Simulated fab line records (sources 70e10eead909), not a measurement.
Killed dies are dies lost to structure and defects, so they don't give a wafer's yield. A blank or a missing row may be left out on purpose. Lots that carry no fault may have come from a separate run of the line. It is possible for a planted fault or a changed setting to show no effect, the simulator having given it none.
Chamber matching || flow nandHarc || NHARC_P_M1_STRIP_18 on rieDiel-05: 4 sister chambers
The step strips in N2/H2. 14 wafers are shown with their chamber, then 7 later ones without.

## WAFERS WITH THEIR CHAMBER
{"wafer": "L530.2", "chamber": 2, "showerheadPlenumPTorr (Torr)": 2.14, "drypumpMotorCurrentA (A)": 5.52, "rfVppV (V)": 91.9}
{"wafer": "L530.5", "chamber": 0, "showerheadPlenumPTorr (Torr)": 2.13, "drypumpMotorCurrentA (A)": 5.65, "rfVppV (V)": 91.2}
{"wafer": "L530.6", "chamber": 1, "showerheadPlenumPTorr (Torr)": 2.05, "drypumpMotorCurrentA (A)": 5.42, "rfVppV (V)": 89.9}
{"wafer": "L533.2", "chamber": 2, "showerheadPlenumPTorr (Torr)": 2.14, "drypumpMotorCurrentA (A)": 5.56, "rfVppV (V)": 92.6}
{"wafer": "L533.3", "chamber": 3, "showerheadPlenumPTorr (Torr)": 2.07, "drypumpMotorCurrentA (A)": 5.40, "rfVppV (V)": 90.9}
{"wafer": "L533.5", "chamber": 3, "showerheadPlenumPTorr (Torr)": 2.07, "drypumpMotorCurrentA (A)": 5.41, "rfVppV (V)": 91.4}
{"wafer": "L535.1", "chamber": 0, "showerheadPlenumPTorr (Torr)": 2.13, "drypumpMotorCurrentA (A)": 5.67, "rfVppV (V)": 90.7}
{"wafer": "L535.3", "chamber": 2, "showerheadPlenumPTorr (Torr)": 2.14, "drypumpMotorCurrentA (A)": 5.55, "rfVppV (V)": 90.8}
{"wafer": "L535.5", "chamber": 0, "showerheadPlenumPTorr (Torr)": 2.13, "drypumpMotorCurrentA (A)": 5.66, "rfVppV (V)": 89.8}
{"wafer": "L536.4", "chamber": 2, "showerheadPlenumPTorr (Torr)": 2.14, "drypumpMotorCurrentA (A)": 5.58, "rfVppV (V)": 90.5}
{"wafer": "L536.5", "chamber": 1, "showerheadPlenumPTorr (Torr)": 2.05, "drypumpMotorCurrentA (A)": 5.42, "rfVppV (V)": 90.0}
{"wafer": "L536.6", "chamber": 0, "showerheadPlenumPTorr (Torr)": 2.13, "drypumpMotorCurrentA (A)": 5.65, "rfVppV (V)": 91.0}
{"wafer": "L541.2", "chamber": 1, "showerheadPlenumPTorr (Torr)": 2.04, "drypumpMotorCurrentA (A)": 5.39, "rfVppV (V)": 90.2}
{"wafer": "L541.3", "chamber": 2, "showerheadPlenumPTorr (Torr)": 2.14, "drypumpMotorCurrentA (A)": 5.63, "rfVppV (V)": 90.9}

SIGNATURES, as means of the wafers listed above
{"reading": "showerheadPlenumPTorr", "chamber 0": 2.1300, "chamber 1": 2.0467, "chamber 2": 2.1400, "chamber 3": 2.0700, "scatter within a chamber": 0.00258}
{"reading": "drypumpMotorCurrentA", "chamber 0": 5.6575, "chamber 1": 5.4100, "chamber 2": 5.5680, "chamber 3": 5.4050, "scatter within a chamber": 0.0276}
{"reading": "rfVppV", "chamber 0": 90.675, "chamber 1": 90.033, "chamber 2": 91.340, "chamber 3": 91.150, "scatter within a chamber": 0.664}
Rule: a wafer's distance from a chamber is the root of the sum, over the readings, of the square of ((its reading less the chamber's mean) divided by the reading's scatter). The wafer belongs to the nearest chamber; if the next one is less than 2 further off, it can't be placed. The scatter: take each reading less its chamber's mean, square it, sum over the shown wafers, divide by the number of wafers less the number of chambers, and take the root.

## WAFERS WHOSE CHAMBER IS MISSING
{"wafer": "L541.4", "showerheadPlenumPTorr (Torr)": 2.14, "drypumpMotorCurrentA (A)": 5.61, "rfVppV (V)": 91.3}
{"wafer": "L543.3", "showerheadPlenumPTorr (Torr)": 2.14, "drypumpMotorCurrentA (A)": 5.64, "rfVppV (V)": 91.8}
{"wafer": "L543.5", "showerheadPlenumPTorr (Torr)": 2.14, "drypumpMotorCurrentA (A)": 5.63, "rfVppV (V)": 89.9}
{"wafer": "L543.6", "showerheadPlenumPTorr (Torr)": 2.13, "drypumpMotorCurrentA (A)": 5.67, "rfVppV (V)": 90.6}
{"wafer": "L551.1", "showerheadPlenumPTorr (Torr)": 2.14, "drypumpMotorCurrentA (A)": 5.59, "rfVppV (V)": 90.2}
{"wafer": "L551.2", "showerheadPlenumPTorr (Torr)": 2.07, "drypumpMotorCurrentA (A)": 5.41, "rfVppV (V)": 90.3}
{"wafer": "L551.5", "showerheadPlenumPTorr (Torr)": 2.07, "drypumpMotorCurrentA (A)": 5.41, "rfVppV (V)": 91.5}

## WHICH CHAMBER EACH ONE RAN IN
{"wafer": "L541.4", "from the rows above": 2, "in truth": 2}
{"wafer": "L543.3", "from the rows above": "can't be placed: 2 or 0", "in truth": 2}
{"wafer": "L543.5", "from the rows above": "can't be placed: 2 or 0", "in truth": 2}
{"wafer": "L543.6", "from the rows above": 0, "in truth": 0}
{"wafer": "L551.1", "from the rows above": 2, "in truth": 2}
{"wafer": "L551.2", "from the rows above": 3, "in truth": 3}
{"wafer": "L551.5", "from the rows above": 3, "in truth": 3}
5 of 7 placed correctly. Not placeable from these rows: 2 (in 2, the candidates include the true chamber). Number placed wrongly: 0.
